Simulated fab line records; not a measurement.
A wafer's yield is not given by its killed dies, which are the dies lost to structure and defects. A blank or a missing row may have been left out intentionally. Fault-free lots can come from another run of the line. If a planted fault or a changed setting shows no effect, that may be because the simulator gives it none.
Chamber matching	flow n5Finfet	pecvd-02 running N5_BEOL_M13_ILD_DEP_00: 3 sister chambers
The step deposits SiOC from DEMS/O2, target thk 837.92 nm, time 166.4 s. 6 wafers are shown with their chamber, then 8 later ones without.

== EACH WAFER AND ITS CHAMBER ==
wafer	chamber	throttleValvePct (%)	showerheadVppV (V)
L079.2	1	12.7	1306
L084.6	1	12.7	1319
L086.2	2	11.0	1451
L086.5	2	10.7	1462
L086.6	0	12.8	1459
L089.1	0	12.8	1494

== WAFERS WITH NO CHAMBER GIVEN ==
wafer	throttleValvePct (%)	showerheadVppV (V)
L089.3	12.6	1471
L089.6	12.8	1470
L092.1	12.9	1452
L092.2	12.9	1319
L092.3	10.8	1459
L097.3	10.8	1456
L097.4	12.8	1467
L097.5	11.1	1447

== EACH ONE'S CHAMBER ==
wafer	from the rows above	in truth
L089.3	0	0
L089.6	0	0
L092.1	0	0
L092.2	1	1
L092.3	2	2
L097.3	2	2
L097.4	0	0
L097.5	2	2
Correctly placed: 8 of 8. Not placeable from these rows: 0. Number placed wrongly: 0.
How it was worked out, from the rows above alone: a wafer's distance from a chamber is the root of the sum, over the readings, of the square of ((its reading less the chamber's mean) divided by the reading's scatter). If the next closest chamber is less than 2 further off than the closest, the wafer can't be placed; otherwise it belongs to the closest. The mean given for a chamber averages the wafers shown for that chamber. The scatter: take each reading less its chamber's mean, square it, sum over the shown wafers, divide by the number of wafers less the number of chambers, and take the root.
